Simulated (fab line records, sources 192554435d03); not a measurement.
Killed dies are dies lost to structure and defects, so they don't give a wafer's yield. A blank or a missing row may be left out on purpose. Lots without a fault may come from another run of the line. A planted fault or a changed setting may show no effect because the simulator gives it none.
Chamber matching | flow n5_finfet | N5_FIN_SAQP_MANDREL2_REMOVE_60 on rie_si-06: 4 sister chambers
The step chemistry HBr/Cl2/O2, target a-Si, stops on SiNx, bt time 10 s. 18 wafers are shown with their chamber, then 9 later ones without.

WAFERS WITH THEIR CHAMBER
wafer  | chamber | throttle_valve_pct (%) | drypump_motor_current_A (A) | oes_product_au (a.u.)
L078.1 | 0       | 36.9                   | 5.1                         | 1.019
L078.4 | 1       | 35.9                   | 5.1                         | 0.975
L078.6 | 2       | 36.6                   | 5.7                         | 1.021
L080.1 | 1       | 35.9                   | 5.1                         | 0.980
L080.3 | 2       | 36.6                   | 5.7                         | 1.022
L080.4 | 0       | 36.9                   | 5.1                         | 1.018
L085.1 | 1       | 35.9                   | 5.2                         | 0.988
L085.3 | 0       | 36.9                   | 5.2                         | 1.014
L085.6 | 2       | 36.7                   | 5.7                         | 1.017
L087.1 | 1       | 35.9                   | 5.2                         | 0.984
L087.4 | 2       | 36.7                   | 5.8                         | 1.023
L087.5 | 1       | 35.9                   | 5.2                         | 0.981
L089.1 | 3       | 37.0                   | 6.2                         | 1.025
L089.3 | 0       | 36.9                   | 5.2                         | 1.022
L089.5 | 0       | 36.9                   | 5.2                         | 1.018
L090.2 | 1       | 35.9                   | 5.2                         | 0.978
L090.4 | 0       | 36.8                   | 5.1                         | 0.998
L090.6 | 2       | 36.7                   | 5.7                         | 1.016

SIGNATURES (means of the wafers above)
reading                 | chamber 0 | chamber 1 | chamber 2 | chamber 3 | scatter within a chamber
throttle_valve_pct      | 36.883    | 35.900    | 36.660    | 37.000    | 0.0381
drypump_motor_current_A | 5.150     | 5.167     | 5.720     | 6.200     | 0.0509
oes_product_au          | 1.01483   | 0.98100   | 1.01980   | 1.02500   | 0.00607
Rule: a wafer's distance from a chamber is the root of the sum, over the readings, of the square of ((its reading less the chamber's mean) divided by the reading's scatter). The wafer belongs to the nearest chamber; if the next one is less than 2 further off, it can't be placed. The scatter: the root of (the sum of the squares of (reading less its chamber's mean) over the shown wafers, divided by (wafers less chambers)).

WAFERS WITHOUT THEIR CHAMBER
wafer  | throttle_valve_pct (%) | drypump_motor_current_A (A) | oes_product_au (a.u.)
L091.1 | 35.9                   | 5.2                         | 0.986
L091.5 | 35.9                   | 5.1                         | 0.975
L091.6 | 36.7                   | 5.7                         | 1.024
L092.4 | 36.7                   | 5.7                         | 1.024
L092.5 | 36.9                   | 5.1                         | 1.013
L092.6 | 37.0                   | 6.2                         | 1.023
L097.4 | 37.0                   | 6.2                         | 1.023
L097.5 | 37.0                   | 6.1                         | 1.037
L097.6 | 36.7                   | 5.8                         | 1.031

WHICH CHAMBER EACH WENT THROUGH
wafer  | from the rows above | in truth
L091.1 | 1                   | 1
L091.5 | 1                   | 1
L091.6 | 2                   | 2
L092.4 | 2                   | 2
L092.5 | 0                   | 0
L092.6 | 3                   | 3
L097.4 | 3                   | 3
L097.5 | 3                   | 3
L097.6 | 2                   | 2
Placed correctly: 9 of 9. Can't be placed from these rows: 0. Placed wrongly: 0.
